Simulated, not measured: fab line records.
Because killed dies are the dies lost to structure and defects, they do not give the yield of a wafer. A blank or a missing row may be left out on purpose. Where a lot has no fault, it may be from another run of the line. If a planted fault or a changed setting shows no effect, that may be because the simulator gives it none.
Problem report, 8D (eight disciplines) form, completed by code    flow nand_harc    the parts of the form that need people (team, actions taken, sign-off) are left out

== 1. PROBLEM STATEMENT ==
raw_defect_count at NHARC_P_GATE_INSPECT_68 reads a mean of 1128 on 2 wafers of 1 lot; wafers without a fault read 209 with a standard deviation of 74. Measured from the usual mean, that is +12 standard deviations.
The first sign was on wafer L583.2 at day 9 14:37, on defect_inspect-02. At this step, 36 wafers from 12 lots have a number in the record. The rule behind "out" and "out of limits": a value lying over 4 standard deviations away from the usual mean. The rest of the wafers with a number are treated as sound.

== 2. WHAT THIS IS AND IS NOT ==
question                     is                 is not
which readings at this step  raw_defect_count   -
which lots                   L583               L574, L575, L576, L581, L587, L588, L591, L592, L593, L594, L597
which wafers of those lots   L583.2, L583.5     L583.4
read on which gauges         defect_inspect-02  defect_inspect-01
when                         from day 9 14:37   up to then (13 sound wafers); but 21 sound wafers of L587, L588, L591, L592, L593, L594, L597 came after

== 3. THE SUSPECTS, EACH WITH WHAT RULES IT OUT ==
Counting: a tool at a process step up to the reading stays a suspect if it ran every lot that is out. Sound lots after the first of them don't rule it out here, since some wafers of a struck lot are sound.
- the gauge at NHARC_P_GATE_INSPECT_68 has been ruled out. All the wafers that are out were read on defect_inspect-02, but those of them that NHARC_END_SORT_01 has rows for are out there too, on other tools.
- rie_diel-05 at NHARC_P_GATE_DESCUM_93 (chemistry O2, time 3 s): kept. It processed L583, the lot that is out, at day 9 11:40, and its most recent sound lot before then was L574 at day 6 06:05.
- pvd_sputter-02 at NHARC_P_GATE_DEGAS_109 (time 60 s): kept. It processed L583, the lot that is out, at day 9 13:40, and its most recent sound lot before then was L581 at day 8 13:58.
- pvd_sputter-02 at NHARC_P_GATE_PRE_CLEAN_110 (time 30 s): kept. It processed L583, the lot that is out, at day 9 13:43, and its most recent sound lot before then was L581 at day 8 14:01.
Still standing after the count: rie_diel-05 at NHARC_P_GATE_DESCUM_93, pvd_sputter-02 at NHARC_P_GATE_DEGAS_109, pvd_sputter-02 at NHARC_P_GATE_PRE_CLEAN_110.

== 4. THE CAUSE (what the simulator had put in) ==
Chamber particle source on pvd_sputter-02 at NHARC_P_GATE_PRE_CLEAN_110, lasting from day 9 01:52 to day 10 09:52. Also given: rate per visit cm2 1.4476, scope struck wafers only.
Counting leaves 3 suspects; this tool is one of them.

== 5. THE EFFECT CHAIN, in route order ==
One row per reading whose mean, taken over the struck wafers that have a number, lies over 3 standard deviations from the usual. Only readings for which the record gives a usual standard deviation are gone through. hours: the time from each lot's start at the first step in this table that gives one to its start at this step, as a median over the lots. sigmas: the change in usual standard deviations.
hours  step                     reading              usual  on struck wafers  change  sigmas
0      NHARC_P_GATE_INSPECT_68  raw_defect_count     209    1128              +918    +12
461    NHARC_END_SORT_01        killed_at_periphery  3.7    103.5             +99.8   +43
461    NHARC_END_SORT_01        killed_dies          64     168               +104    +6.1

== 6. WHAT WOULD HAVE CAUGHT IT SOONER ==
13 hours passed between the start of the fault at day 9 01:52 and the first reading out of limits at a measuring or inspecting step in this record, taken at day 9 14:37.
By day 9 14:37, every lot that is out (1) had started NHARC_P_GATE_PRE_CLEAN_110 on pvd_sputter-02. Holding the tool at that point would not have protected any of them.
